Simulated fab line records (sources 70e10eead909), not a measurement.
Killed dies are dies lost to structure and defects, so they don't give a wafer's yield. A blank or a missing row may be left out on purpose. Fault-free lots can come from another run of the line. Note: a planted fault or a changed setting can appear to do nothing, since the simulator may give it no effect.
fab line records	flow nandHarc
[record] lots = 13	wafers = 39	lastDay = 25
route steps=1159 shown P_M2@328 P_BONDPAD@352 END@1159
lots that met no fault: from a run of the same line without faults
startH: hours from the record's opening day to when the first of the lot's shown wafers began	waitH: hours since the lot's step before	" unchanged from the row above	L1.1+2: several wafers, shown together as one row	- no value, or no start was given	* or withheld: withheld	< > ~ a bound
route shown NAME@n: NAME is a module with steps in the file, n the number in the route of the first one	usual: mean/standard deviation of fault-free wafers	same: alike in all rows	chamber/n: place in a boat	sites: each site's reading	_std_site: standard deviation across them	_edge_site: the outer-site mean with the inner-site mean subtracted	radiusMm: for every site, how far away it sits from the centre of the wafer	mask NAME#n: copy n	behind: tool/chamber where the wafer was last shaped	hold: cause of the lot's hold/its duration in hours/its outcome	device: transistor that didn't switch, given as n, p or np	end of line: the route-end tests of the same wafers	where a step has no rows: the recipe by itself	killed: dies lost to structure and defects at the first sort, not the wafer's yield	map: the dies of a wafer, with x for killed, . for not killed, _ for no die there
set.NAME: the setting as run; set.NAME@STEP: as run at that earlier step	model.NAME: the simulator's own value behind a step, which no gauge read
the route's steps for a sample of lots (tables are steps, rows are wafers)
services: from which hour (startH, from the record's first day; less than 0 if before it) a tool's chamber was out of use, for how many hours, and why
[[steps]]
[step NHARC_P_M2_CD_MEAS_09]
[recipe] targetCdNm = 170	landingEnergyEv = 500
[usual] cdNm = 169.7/0.88
lot.wafer	tool	chamber	startH	waitH	cdNm
L435.1	cdSem-01	0	140.38	-	171.3
L435.3	"	0	"	"	170.8
L435.4	"	0	"	"	170.1
L437.1	cdSem-03	0	142.86	-	170.2
L437.3	"	0	"	"	169.6
L437.5	"	0	"	"	169.8
L438.2	cdSem-02	0	149.39	-	169.3
L438.5	"	0	"	"	169.0
L438.6	"	0	"	"	168.5
L439.1	cdSem-03	0	150.27	-	169.7
L439.4	"	0	"	"	170.5
L439.5	"	0	"	"	171.2
L441.2	cdSem-02	0	172.19	-	171.2
L441.5	"	0	"	"	171.2
L441.6	"	0	"	"	170.8
L443.3	cdSem-03	0	176.75	-	169.6
L443.4	"	0	"	"	168.9
L443.5	"	0	"	"	170.6
L444.1	cdSem-02	0	183.29	-	170.9
L444.5	"	0	"	"	169.7
L444.6	"	0	"	"	170.4
L452.1	cdSem-01	0	230.82	-	169.1
L452.2	"	0	"	"	169.5
L452.5	"	0	"	"	169.2
L453.2	cdSem-02	0	237.05	-	168.9
L453.4	"	0	"	"	169.9
L453.5	"	0	"	"	168.7
L454.1	cdSem-03	0	246.28	-	168.1
L454.3	"	0	"	"	168.9
L454.5	"	0	"	"	169.0
L455.2	cdSem-02	0	252.41	-	170.7
L455.4	"	0	"	"	170.4
L455.6	"	0	"	"	170.9
L456.1	cdSem-01	0	253.02	-	171.1
L456.3	"	0	"	"	169.5
L456.5	"	0	"	"	170.2
L457.2	cdSem-02	0	256.88	-	169.4
L457.3	"	0	"	"	168.6
L457.4	"	0	"	"	168.7
[step NHARC_P_M2_OVL_MEAS_10]
[recipe] pitchNm = 340
[usual] overlayXNm = -0.1/0.86	overlayYNm = -0.2/0.85
lot.wafer	tool	chamber	startH	waitH	overlayXNm	overlayYNm
L435.1	overlay-01	-	140.47	-	0.1	-0.5
L435.3	"	-	"	"	-0.5	0.1
L435.4	"	-	"	"	-0.7	-0.6
L437.1	overlay-01	-	142.94	-	-0.9	-0.7
L437.3	"	-	"	"	-0.8	-0.5
L437.5	"	-	"	"	-0.7	-1.4
L438.2	overlay-01	-	149.48	-	-0.2	-0.1
L438.5	"	-	"	"	-0.9	-0.1
L438.6	"	-	"	"	-1.1	-0.5
L439.1	overlay-02	-	150.35	-	-0.5	-0.8
L439.4	"	-	"	"	-0.6	-0.5
L439.5	"	-	"	"	-0.3	-0.5
L441.2	overlay-01	-	172.27	-	0.0	-0.7
L441.5	"	-	"	"	0.1	-0.6
L441.6	"	-	"	"	-0.3	-0.4
L443.3	overlay-01	-	176.84	-	-1.2	1.7
L443.4	"	-	"	"	-1.5	1.9
L443.5	"	-	"	"	-1.4	2.1
L444.1	overlay-02	-	183.38	-	0.9	0.2
L444.5	"	-	"	"	1.0	0.4
L444.6	"	-	"	"	1.1	-0.1
L452.1	overlay-02	-	230.91	-	-0.2	0.5
L452.2	"	-	"	"	0.1	0.5
L452.5	"	-	"	"	0.2	0.5
L453.2	overlay-01	-	237.14	-	1.0	-0.7
L453.4	"	-	"	"	1.2	-0.2
L453.5	"	-	"	"	0.8	-1.2
L454.1	overlay-01	-	246.38	-	1.2	0.4
L454.3	"	-	"	"	1.6	0.1
L454.5	"	-	"	"	2.2	0.3
L455.2	overlay-01	-	252.50	-	-0.8	-2.1
L455.4	"	-	"	"	-0.5	-1.8
L455.6	"	-	"	"	-0.5	-1.5
L456.1	overlay-01	-	253.11	-	1.1	1.3
L456.3	"	-	"	"	0.9	1.2
L456.5	"	-	"	"	0.9	0.9
L457.2	overlay-02	-	256.97	-	0.9	-0.7
L457.3	"	-	"	"	1.2	-1.5
L457.4	"	-	"	"	0.6	-1.3
[step NHARC_P_M2_ANNEAL_31]
[recipe] tempC = 225	timeS = 90
[usual] annealTempC = 225.00/0.17	annealTempCMax = 226.5/0.44	wafer_temp_C_max = 226.0/0.33
lot.wafer	tool	chamber	startH	waitH	annealTempC	annealTempCMax	wafer_temp_C_max
L435.1	rtpAnneal-02	0	142.34	0.3	225.04	227.0	225.7
L435.3	"	0	"	"	225.04	226.9	226.0
L435.4	"	0	"	"	224.80	226.6	225.8
L437.1	rtpAnneal-01	0	145.20	0.4	225.32	226.4	226.2
L437.3	"	0	"	"	225.09	226.1	226.5
L437.5	"	0	"	"	224.94	226.3	226.2
L438.2	rtpAnneal-02	0	151.41	-	224.82	226.9	226.2
L438.5	"	0	"	"	225.00	226.9	225.9
L438.6	"	0	"	"	224.91	226.7	226.1
L439.1	rtpAnneal-02	0	152.22	0.3	225.07	226.8	225.9
L439.4	"	0	"	"	224.96	226.7	226.2
L439.5	"	0	"	"	224.77	226.5	225.8
L441.2	rtpAnneal-02	0	174.19	0.3	224.77	226.3	225.9
L441.5	"	0	"	"	224.93	226.4	226.0
L441.6	"	0	"	"	225.29	227.0	225.7
L443.3	rtpAnneal-01	0	178.79	-	225.03	226.2	225.9
L443.4	"	0	"	"	225.15	226.2	226.5
L443.5	"	0	"	"	225.18	226.3	226.3
L444.1	rtpAnneal-02	0	185.31	-	225.16	226.9	226.2
L444.5	"	0	"	"	224.99	226.7	225.9
L444.6	"	0	"	"	225.03	226.9	225.9
L452.1	rtpAnneal-02	-	232.96	-	-	-	-
L452.2	"	-	"	"	-	-	-
L452.5	"	-	"	"	-	-	-
L453.2	rtpAnneal-01	-	239.11	-	-	-	-
L453.4	"	-	"	"	-	-	-
L453.5	"	-	"	"	-	-	-
L454.1	rtpAnneal-01	-	248.25	0.3	-	-	-
L454.3	"	-	"	"	-	-	-
L454.5	"	-	"	"	-	-	-
L455.2	rtpAnneal-02	0	255.33	-	225.01	227.1	225.5
L455.4	"	0	"	"	224.99	227.1	225.8
L455.6	"	0	"	"	224.96	226.4	226.1
L456.1	rtpAnneal-01	0	255.40	0.5	225.21	226.1	226.0
L456.3	"	0	"	"	225.28	226.2	226.1
L456.5	"	0	"	"	225.16	226.2	226.3
L457.2	rtpAnneal-02	0	259.37	-	224.95	226.1	225.9
L457.3	"	0	"	"	224.92	226.4	225.5
L457.4	"	0	"	"	225.04	226.5	225.8
[step NHARC_P_BONDPAD_CMP_32]
[recipe] targetThkNm = 200	material = SiCN
[usual] motorCurrentA = 12.5/1.3	slurryFlowMlMin = 150.0/0.48
lot.wafer	tool	chamber	startH	waitH	motorCurrentA	slurryFlowMlMin
L435.3	cmp-04	2	144.09	-	12.4	149.7
L435.4	"	0	"	"	12.1	149.8
L435.1	"	1	"	"	11.8	149.5
L437.3	cmp-04	2	146.99	-	12.0	150.3
L437.1	"	3	"	"	14.4	150.2
L437.5	"	1	"	"	12.0	149.5
L438.2	cmp-04	3	153.21	-	14.0	149.6
L438.6	"	0	"	"	11.8	150.2
L438.5	"	1	"	"	12.1	149.6
L439.1	cmp-01	0	154.03	-	12.8	150.4
L439.4	"	1	"	"	10.6	150.1
L439.5	"	0	"	"	13.8	150.8
L441.2	cmp-03	0	176.15	0.6	13.3	149.9
L441.6	"	1	"	"	12.4	150.4
L441.5	"	2	"	"	15.6	150.7
L443.3	cmp-03	2	180.66	0.3	15.0	149.3
L443.4	"	0	"	"	13.4	150.5
L443.5	"	2	"	"	14.8	151.1
L444.1	cmp-03	3	187.17	-	10.5	150.6
L444.6	"	0	"	"	13.0	149.6
L444.5	"	1	"	"	13.3	150.7
L452.2	cmp-01	0	235.02	-	12.9	150.2
L452.1	"	1	"	"	10.8	149.7
L452.5	"	1	"	"	10.5	149.5
L453.2	cmp-04	2	240.85	-	12.4	150.3
L453.4	"	0	"	"	11.2	150.0
L453.5	"	2	"	"	13.0	150.0
L454.1	cmp-03	3	250.06	-	10.0	150.4
L454.3	"	1	"	"	12.1	150.3
L454.5	"	3	"	"	9.7	149.1
L455.2	cmp-01	1	257.24	-	10.4	150.3
L455.4	"	3	"	"	12.8	150.1
L455.6	"	1	"	"	10.3	150.4
L456.1	cmp-04	3	257.51	-	14.8	150.1
L456.3	"	0	"	"	11.5	149.9
L456.5	"	3	"	"	13.6	149.8
L457.3	cmp-03	3	261.11	-	10.4	150.3
L457.4	"	1	"	"	12.3	151.0
L457.2	"	2	"	"	14.3	149.2
[step NHARC_END_SORT_01]
[recipe] tempC = 25
[usual] defectLimitedYield = 95.4/1.8	killedAtArray = 28/11	killedAtOther = 0.7/0.88	killedAtPeriphery = 3.1/2.2	killedDies = 31/12	killedOpen = 3.3/2	killedShort = 2.0/1.6	sort_bin_2_pct = 1.5/0.73	sort_bin_3_pct = 0.27/0.22	sort_bin_4_pct = 2.9/1.1	sortNPass = 646/12	sortRimYieldPct = 93/3.9	sortYieldPct = 95.4/1.8
[same] grossDies = 677	sort_bin_5_pct[%] = 0	sort_bin_6_pct[%] = 0	sort_bin_7_pct[%] = 0	sort_bin_8_pct[%] = 0	sortRimNGross = 106.00
lot.wafer	tool	chamber	startH	waitH	defectLimitedYield[%]	killedAtArray	killedAtOther	killedAtPeriphery	killedDies	killedOpen	killedShort	sort_bin_2_pct[%]	sort_bin_3_pct[%]	sort_bin_4_pct[%]	sortNPass	sortRimYieldPct[%]	sortYieldPct[%]
L435.1	prober-01	0	451.41	2.5	95.9	23	1	4	28	3	1	0.7	0.15	3.2	649	96	95.9
L435.3	prober-01	0	453.01	3.1	95.6	24	2	4	30	4	4	1.6	0.44	2.4	647	92	95.6
L435.4	prober-01	0	453.81	3.4	96.2	19	1	6	26	0	1	1.3	0.15	2.4	651	94	96.2
L437.1	prober-02	0	459.15	2.5	98.1	12	0	1	13	1	0	0.1	0.15	1.6	664	97	98.1
L437.3	prober-02	0	460.77	3.1	97.0	16	0	4	20	4	1	0.7	0	2.2	657	96	97.0
L437.5	prober-02	0	462.40	3.8	95.7	26	0	3	29	4	6	1.3	0.44	2.5	648	95	95.7
L439.1	prober-01	0	466.92	2.5	96.9	16	1	4	21	5	1	1.0	0.15	1.9	656	97	96.9
L439.4	prober-01	0	469.28	3.4	96.8	18	0	4	22	5	2	0.7	0.30	2.2	655	95	96.8
L439.5	prober-01	0	470.07	3.6	96.0	24	0	3	27	3	1	0.3	0.30	3.4	650	95	96.0
L438.2	prober-02	0	467.87	2.8	97.8	13	2	0	15	3	3	1.0	0.15	1.0	662	96	97.8
L438.5	prober-02	0	470.28	3.7	98.4	9	1	1	11	1	0	0.4	0	1.2	666	99	98.4
L438.6	prober-02	0	471.09	4.0	98.1	11	0	2	13	1	2	0.3	0	1.6	664	99	98.1
L441.2	prober-01	0	488.48	2.8	94.4	33	0	5	38	4	4	2.5	0.15	3.0	639	91	94.4
L441.5	prober-01	0	490.88	3.7	94.7	32	1	3	36	5	1	2.1	0.44	2.8	641	93	94.7
L441.6	prober-01	0	491.68	4.0	95.6	28	0	2	30	1	1	0.7	0.15	3.5	647	89	95.6
L443.3	prober-02	0	500.25	3.1	96.6	20	1	2	23	2	6	1.5	0.44	1.5	654	95	96.6
L443.4	prober-02	0	501.05	3.4	97.5	14	2	1	17	2	6	1.2	0.15	1.2	660	99	97.5
L443.5	prober-02	0	501.85	3.7	97.8	14	1	0	15	1	0	0.4	0.15	1.6	662	100	97.8
L444.1	prober-02	0	506.44	2.5	93.1	44	1	2	47	5	1	1.8	0.59	4.6	630	90	93.1
L444.5	prober-02	0	509.70	3.8	94.8	33	1	1	35	1	1	1.6	0.44	3.1	642	93	94.8
L444.6	prober-02	0	510.52	4.1	93.8	40	0	2	42	3	0	2.7	0.30	3.2	635	89	93.8
L452.1	prober-02	0	570.05	2.5	94.4	11	0	27	38	4	3	3.7	0	1.9	639	94	94.4
L452.2	prober-02	0	570.86	2.8	93.9	12	0	29	41	7	1	4.7	0	1.3	636	96	93.9
L452.5	prober-02	0	573.26	3.7	93.9	13	0	28	41	4	1	4.4	0	1.6	636	99	93.9
L454.1	prober-02	0	577.82	2.5	90.4	44	1	20	65	2	1	5.5	0.30	3.8	612	81	90.4
L454.3	prober-02	0	579.42	3.1	89.8	41	0	28	69	7	0	4.6	0.59	5.0	608	76	89.8
L454.5	prober-02	0	581.02	3.7	88.6	54	0	23	77	1	1	5.5	0.44	5.5	600	72	88.6
L456.1	prober-01	0	577.98	2.5	93.9	34	0	7	41	3	3	2.1	0.59	3.4	636	93	93.9
L456.3	prober-01	0	579.57	3.1	92.9	38	0	10	48	6	1	2.7	0	4.4	629	93	92.9
L456.5	prober-01	0	581.17	3.7	93.6	37	0	6	43	6	2	1.6	0.59	4.1	634	95	93.6
L455.2	prober-02	0	586.37	2.8	92.3	43	0	9	52	2	1	1.8	0.44	5.5	625	86	92.3
L455.4	prober-02	0	587.97	3.4	92.8	42	0	7	49	8	2	2.4	0.44	4.4	628	83	92.8
L455.6	prober-02	0	589.56	4.0	93.8	39	0	3	42	8	1	2.1	0.30	3.8	635	82	93.8
L453.2	prober-01	0	586.52	2.8	91.7	24	0	32	56	1	4	6.6	0.30	1.3	621	75	91.7
L453.4	prober-01	0	588.14	3.4	92.2	30	0	23	53	5	1	4.6	0.59	2.7	624	77	92.2
L453.5	prober-01	0	588.96	3.7	91.1	30	0	30	60	9	0	5.3	0.44	3.1	617	75	91.1
L457.2	prober-02	0	594.16	2.8	95.0	32	0	2	34	1	1	1.5	0.30	3.2	643	93	95.0
L457.3	prober-02	0	594.96	3.1	94.4	36	1	1	38	2	2	1.8	0.44	3.4	639	94	94.4
L457.4	prober-02	0	595.76	3.4	95.3	30	0	2	32	1	1	1.5	0	3.2	645	96	95.3
// killed by level:class
L435.1 A_CHANNEL_HOLE_D1:chamberFilmFlake=7 A_SLIT:chamberFilmFlake=7 A_CONTACT:chamberFilmFlake=4 P_ZERO_WELL:chamberFilmFlake=2 A_ONON_D1:geometricParticle:open=1 A_CHANNEL_FILL_D1:geometricParticle:open=1 A_WL_FILL:geometricParticle:short=1 A_CONTACT:geometricParticle:open=1
L435.3 A_CHANNEL_HOLE_D1:chamberFilmFlake=12 A_SLIT:chamberFilmFlake=3 A_CONTACT:chamberFilmFlake=3 P_M0:geometricParticle:open=2 P_M1:geometricParticle:open=1 A_ONON_D1:geometricParticle:open=1 A_ONON_D1:geometricParticle:short=1 A_CHANNEL_FILL_D1:geometricParticle:short=1
L435.4 A_CHANNEL_HOLE_D1:chamberFilmFlake=9 A_SLIT:chamberFilmFlake=8 P_ZERO_WELL:chamberFilmFlake=3 P_GATE:geometricParticle:short=1 P_GATE:chamberFilmFlake=1 P_M1:chamberFilmFlake=1 A_CHANNEL_FILL_D1:chamberFilmFlake=1 A_CONTACT:chamberFilmFlake=1
L437.1 A_SLIT:chamberFilmFlake=5 A_WL_FILL:chamberFilmFlake=3 A_CONTACT:geometricParticle:open=1 P_GATE:chamberFilmFlake=1 A_ZERO_WELL:chamberFilmFlake=1 A_CHANNEL_HOLE_D1:chamberFilmFlake=1 A_BLC:chamberFilmFlake=1
L437.3 A_SLIT:chamberFilmFlake=6 A_CHANNEL_HOLE_D1:chamberFilmFlake=3 A_BLC:chamberFilmFlake=3 P_GATE:geometricParticle:open=1 P_CONTACT:geometricParticle:open=1 A_WL_FILL:geometricParticle:open=1 A_M0:geometricParticle:short=1 A_M1:geometricParticle:open=1
L437.5 A_SLIT:chamberFilmFlake=6 A_CHANNEL_HOLE_D1:chamberFilmFlake=4 A_WL_FILL:chamberFilmFlake=3 A_CONTACT:chamberFilmFlake=3 A_CHANNEL_FILL_D1:geometricParticle:short=2 P_BONDPAD:chamberFilmFlake=2 A_CHANNEL_HOLE_D1:geometricParticle:short=1 A_CHANNEL_HOLE_D1:geometricParticle:open=1
L439.1 A_SLIT:chamberFilmFlake=8 P_GATE:chamberFilmFlake=2 A_CHANNEL_HOLE_D1:chamberFilmFlake=2 P_STI:geometricParticle:open=1 P_CONTACT:geometricParticle:short=1 A_ONON_D1:geometricParticle:open=1 A_SGD_CUT:geometricParticle:open=1 A_CONTACT:geometricParticle:open=1
L438.2 A_CHANNEL_HOLE_D1:chamberFilmFlake=3 A_STAIRCASE:chamberFilmFlake=2 A_CHANNEL_FILL_D1:geometricParticle:short=1 A_SGD_CUT:geometricParticle:open=1 A_WL_FILL:geometricParticle:short=1 A_CONTACT:geometricParticle:short=1 A_M0:geometricParticle:open=1 A_BONDPAD:geometricParticle:open=1
L439.4 A_SLIT:chamberFilmFlake=8 A_CHANNEL_HOLE_D1:chamberFilmFlake=3 P_GATE:geometricParticle:open=1 P_M2:geometricParticle:open=1 A_ONON_D1:geometricParticle:open=1 A_CHANNEL_HOLE_D1:geometricParticle:short=1 A_SGD_CUT:geometricParticle:open=1 A_SGD_CUT:geometricParticle:short=1
L439.5 A_SLIT:chamberFilmFlake=13 A_STAIRCASE:chamberFilmFlake=4 P_ZERO_WELL:chamberFilmFlake=2 A_CHANNEL_HOLE_D1:chamberFilmFlake=2 A_CHANNEL_FILL_D1:geometricParticle:short=1 A_CHANNEL_FILL_D1:geometricParticle:open=1 A_BLC:geometricParticle:open=1 A_M0:geometricParticle:open=1
L438.5 A_WL_FILL:chamberFilmFlake=3 A_CHANNEL_HOLE_D1:chamberFilmFlake=2 A_STAIRCASE:chamberFilmFlake=2 A_CONTACT:geometricParticle:open=1 P_GATE:chamberFilmFlake=1 A_CONTACT:chamberFilmFlake=1 THIN_TSV:chamberFilmFlake=1
L438.6 P_ZERO_WELL:chamberFilmFlake=2 A_CHANNEL_HOLE_D1:chamberFilmFlake=2 A_STAIRCASE:chamberFilmFlake=2 A_CONTACT:chamberFilmFlake=2 A_CHANNEL_FILL_D1:geometricParticle:short=1 A_CHANNEL_FILL_D1:geometricParticle:open=1 A_WL_FILL:geometricParticle:short=1 A_CHANNEL_FILL_D1:chamberFilmFlake=1
L441.2 A_CHANNEL_HOLE_D1:chamberFilmFlake=11 A_SLIT:chamberFilmFlake=11 A_CONTACT:chamberFilmFlake=3 A_CHANNEL_FILL_D1:geometricParticle:open=2 P_GATE:chamberFilmFlake=2 P_GATE:geometricParticle:short=1 P_M1:geometricParticle:short=1 A_ONON_D1:geometricParticle:short=1
L441.5 A_CHANNEL_HOLE_D1:chamberFilmFlake=11 A_SLIT:chamberFilmFlake=11 A_CONTACT:chamberFilmFlake=4 A_CONTACT:geometricParticle:open=2 P_M2:chamberFilmFlake=2 P_M0:geometricParticle:open=1 A_ONON_D1:geometricParticle:short=1 A_WL_FILL:geometricParticle:open=1
L441.6 A_CHANNEL_HOLE_D1:chamberFilmFlake=12 A_SLIT:chamberFilmFlake=6 A_STAIRCASE:chamberFilmFlake=4 A_CONTACT:chamberFilmFlake=3 A_CHANNEL_FILL_D1:geometricParticle:short=1 A_CONTACT:geometricParticle:open=1 P_GATE:chamberFilmFlake=1 P_M2:chamberFilmFlake=1
L443.3 A_STAIRCASE:chamberFilmFlake=5 A_ZERO_WELL:chamberFilmFlake=3 A_CHANNEL_HOLE_D1:chamberFilmFlake=3 P_GATE:geometricParticle:short=1 P_M0:geometricParticle:open=1 A_SOURCE_PLATE:geometricParticle:short=1 A_SGD_CUT:geometricParticle:short=1 A_WL_FILL:geometricParticle:short=1
L443.4 A_ZERO_WELL:chamberFilmFlake=3 A_CHANNEL_HOLE_D1:chamberFilmFlake=3 A_CHANNEL_FILL_D1:geometricParticle:short=2 A_ONON_D1:geometricParticle:short=1 A_WL_FILL:geometricParticle:short=1 A_WL_FILL:geometricParticle:open=1 A_M0:geometricParticle:open=1 STARTING-WAFER:geometricParticle:short=1
L443.5 A_STAIRCASE:chamberFilmFlake=5 A_ZERO_WELL:chamberFilmFlake=4 A_CHANNEL_FILL_D1:chamberFilmFlake=2 A_CHANNEL_FILL_D1:geometricParticle:open=1 A_CHANNEL_HOLE_D1:chamberFilmFlake=1 A_CONTACT:chamberFilmFlake=1 THIN_TSV:chamberFilmFlake=1
L444.1 A_CHANNEL_HOLE_D1:chamberFilmFlake=16 A_SLIT:chamberFilmFlake=13 A_CONTACT:chamberFilmFlake=4 A_WL_FILL:geometricParticle:open=3 A_STAIRCASE:chamberFilmFlake=2 A_M1:chamberFilmFlake=2 A_WL_FILL:chamberFilmFlake=2 P_GATE:geometricParticle:open=1
L444.5 A_CHANNEL_HOLE_D1:chamberFilmFlake=13 A_SLIT:chamberFilmFlake=8 A_STAIRCASE:chamberFilmFlake=5 A_CHANNEL_FILL_D1:chamberFilmFlake=2 A_WL_FILL:chamberFilmFlake=2 A_BLC:geometricParticle:short=1 A_BONDPAD:geometricParticle:open=1 P_GATE:chamberFilmFlake=1
L444.6 A_SLIT:chamberFilmFlake=15 A_CHANNEL_HOLE_D1:chamberFilmFlake=14 A_STAIRCASE:chamberFilmFlake=5 A_CONTACT:chamberFilmFlake=2 A_M1:chamberFilmFlake=2 P_M0:geometricParticle:open=1 A_SOURCE_PLATE:geometricParticle:open=1 A_WL_FILL:geometricParticle:open=1
L452.1 P_M2:areaAnneal=17 P_STI:chamberFilmFlake=5 A_CHANNEL_HOLE_D1:chamberFilmFlake=5 P_CONTACT:geometricParticle:open=1 P_M0:geometricParticle:open=1 A_CHANNEL_FILL_D1:geometricParticle:short=1 A_CHANNEL_FILL_D1:geometricParticle:open=1 A_SGD_CUT:geometricParticle:short=1
L452.2 P_M2:areaAnneal=26 A_CHANNEL_FILL_D1:geometricParticle:open=3 A_ONON_D1:geometricParticle:open=2 P_ZERO_WELL:chamberFilmFlake=2 A_CHANNEL_HOLE_D1:chamberFilmFlake=2 A_CONTACT:chamberFilmFlake=2 P_M0:geometricParticle:short=1 A_STAIRCASE:geometricParticle:open=1
L452.5 P_M2:areaAnneal=28 A_CHANNEL_HOLE_D1:chamberFilmFlake=5 A_CONTACT:geometricParticle:open=3 A_ONON_D1:geometricParticle:open=1 A_STAIRCASE:geometricParticle:short=1 A_STAIRCASE:chamberFilmFlake=1 A_SLIT:chamberFilmFlake=1 A_WL_FILL:chamberFilmFlake=1
L454.1 A_CHANNEL_HOLE_D1:chamberFilmFlake=18 P_M2:areaAnneal=17 A_SLIT:chamberFilmFlake=12 A_CONTACT:chamberFilmFlake=5 A_STAIRCASE:chamberFilmFlake=3 P_ZERO_WELL:chamberFilmFlake=2 A_ZERO_WELL:chamberFilmFlake=2 A_WL_FILL:geometricParticle:short=1
L456.1 A_SLIT:chamberFilmFlake=12 A_CHANNEL_HOLE_D1:chamberFilmFlake=9 A_CONTACT:chamberFilmFlake=7 P_STI:chamberFilmFlake=4 A_STAIRCASE:chamberFilmFlake=3 P_GATE:geometricParticle:open=2 A_SGD_CUT:geometricParticle:short=2 P_M0:geometricParticle:open=1
L454.3 P_M2:areaAnneal=21 A_CHANNEL_HOLE_D1:chamberFilmFlake=17 A_SLIT:chamberFilmFlake=9 P_ZERO_WELL:chamberFilmFlake=5 A_STAIRCASE:chamberFilmFlake=4 A_CONTACT:chamberFilmFlake=3 A_CONTACT:geometricParticle:open=2 A_M0:geometricParticle:open=2
L456.3 A_SLIT:chamberFilmFlake=14 A_CHANNEL_HOLE_D1:chamberFilmFlake=8 A_CONTACT:chamberFilmFlake=7 P_STI:chamberFilmFlake=4 P_GATE:chamberFilmFlake=4 A_WL_FILL:geometricParticle:open=2 A_STAIRCASE:chamberFilmFlake=2 P_M1:geometricParticle:open=1
L454.5 A_CHANNEL_HOLE_D1:chamberFilmFlake=19 A_SLIT:chamberFilmFlake=18 P_M2:areaAnneal=18 A_CONTACT:chamberFilmFlake=7 A_STAIRCASE:chamberFilmFlake=5 P_ZERO_WELL:chamberFilmFlake=3 A_ZERO_WELL:chamberFilmFlake=3 A_CONTACT:geometricParticle:open=1
L456.5 A_SLIT:chamberFilmFlake=14 A_CHANNEL_HOLE_D1:chamberFilmFlake=9 A_CONTACT:chamberFilmFlake=6 P_M0:geometricParticle:open=2 P_STI:chamberFilmFlake=2 A_STAIRCASE:chamberFilmFlake=2 P_CONTACT:geometricParticle:open=1 P_CONTACT:geometricParticle:short=1
L455.2 A_CHANNEL_HOLE_D1:chamberFilmFlake=18 A_SLIT:chamberFilmFlake=14 A_STAIRCASE:chamberFilmFlake=9 P_STI:chamberFilmFlake=7 P_CONTACT:geometricParticle:open=1 A_CONTACT:geometricParticle:open=1 A_BLC:geometricParticle:short=1 P_GATE:chamberFilmFlake=1
L453.2 P_M2:areaAnneal=30 A_CHANNEL_HOLE_D1:chamberFilmFlake=15 A_CHANNEL_FILL_D1:geometricParticle:short=2 A_STAIRCASE:chamberFilmFlake=2 A_CONTACT:chamberFilmFlake=2 P_M0:geometricParticle:short=1 P_M1:geometricParticle:short=1 A_CONTACT:geometricParticle:open=1
L455.4 A_CHANNEL_HOLE_D1:chamberFilmFlake=21 A_SLIT:chamberFilmFlake=8 A_CONTACT:geometricParticle:open=3 P_STI:chamberFilmFlake=3 A_CONTACT:chamberFilmFlake=3 P_GATE:geometricParticle:open=2 A_CHANNEL_FILL_D1:geometricParticle:open=2 A_STAIRCASE:chamberFilmFlake=2
L453.4 P_M2:areaAnneal=22 A_CHANNEL_HOLE_D1:chamberFilmFlake=17 A_CONTACT:chamberFilmFlake=4 A_STAIRCASE:chamberFilmFlake=2 A_CHANNEL_FILL_D1:geometricParticle:open=1 A_SGD_CUT:geometricParticle:open=1 A_WL_FILL:geometricParticle:short=1 A_CONTACT:geometricParticle:open=1
L453.5 P_M2:areaAnneal=24 A_CHANNEL_HOLE_D1:chamberFilmFlake=15 A_CONTACT:chamberFilmFlake=5 A_WL_FILL:chamberFilmFlake=4 A_CONTACT:geometricParticle:open=3 P_CONTACT:geometricParticle:open=2 A_M0:geometricParticle:open=2 P_CONTACT:chamberFilmFlake=2
L455.6 A_CHANNEL_HOLE_D1:chamberFilmFlake=16 A_SLIT:chamberFilmFlake=12 A_STAIRCASE:chamberFilmFlake=5 A_CHANNEL_FILL_D1:geometricParticle:open=2 A_WL_FILL:geometricParticle:open=2 P_STI:geometricParticle:open=1 P_GATE:geometricParticle:open=1 P_CONTACT:geometricParticle:open=1
L457.2 A_SLIT:chamberFilmFlake=13 A_CHANNEL_HOLE_D1:chamberFilmFlake=8 A_M0:chamberFilmFlake=4 A_CONTACT:chamberFilmFlake=3 P_BONDPAD:chamberFilmFlake=2 A_CHANNEL_FILL_D1:geometricParticle:open=1 A_WL_FILL:geometricParticle:short=1 A_SGD_CUT:chamberFilmFlake=1
L457.3 A_SLIT:chamberFilmFlake=20 A_CONTACT:chamberFilmFlake=7 A_CONTACT:geometricParticle:open=2 A_M0:chamberFilmFlake=2 A_CHANNEL_FILL_D1:geometricParticle:short=1 A_SGD_CUT:geometricParticle:short=1 P_BONDPAD:chamberFilmFlake=1 A_CHANNEL_HOLE_D1:chamberFilmFlake=1
L457.4 A_SLIT:chamberFilmFlake=12 A_CONTACT:chamberFilmFlake=4 A_M0:chamberFilmFlake=4 A_CHANNEL_HOLE_D1:chamberFilmFlake=3 A_WL_FILL:chamberFilmFlake=3 A_STAIRCASE:chamberFilmFlake=2 P_CONTACT:geometricParticle:open=1 A_CONTACT:geometricParticle:short=1
[[services]]
tool	chamber	startH	hours	kind
cmp-04	-	128.46	0.8	repair
cmp-01	-	151.78	2.0	repair
cmp-03	-	156.00	4.0	pm
cmp-03	-	160.00	-	consumableReplace:conditioner
cmp-03	-	160.00	-	consumableReplace:pad
cmp-04	-	164.54	1.4	repair
cmp-01	-	179.50	4.0	pm
cmp-01	-	183.50	-	consumableReplace:conditioner
cmp-01	-	183.50	-	consumableReplace:pad
cmp-04	-	203.00	4.0	pm
cmp-04	-	207.00	-	consumableReplace:conditioner
cmp-04	-	207.00	-	consumableReplace:pad
cmp-04	-	249.01	1.4	repair
cmp-03	-	254.00	4.0	pm
cmp-03	-	258.00	-	consumableReplace:conditioner
cmp-03	-	258.00	-	consumableReplace:pad
[[key]]
[firstSign] step = NHARC_P_M2_ANNEAL_31	reading = toolRecord	direction = missing
[effect] step = NHARC_END_SORT_01	reading = killedAtPeriphery	direction = up	sigmas = 11	usual = 3.1	struck = 26.7
[moreKillsBornAt] NHARC_P_M2_ANNEAL_31@rtpAnneal-01 = 132	NHARC_P_M2_ANNEAL_31@rtpAnneal-02 = 71
metAt NHARC_P_M2_ANNEAL_31
struckLots L452,L453,L454
notActingAt NHARC_P_M2_CD_MEAS_09,NHARC_P_M2_OVL_MEAS_10,NHARC_P_BONDPAD_CMP_32
onsetBetween 185.31 232.96
[fault] kind = skippedStepWhole	tool = rtpAnneal-01,rtpAnneal-02	chamber = -	onsetH = 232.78	steps = NHARC_P_M2_ANNEAL_31	scope = struckLotsOnly
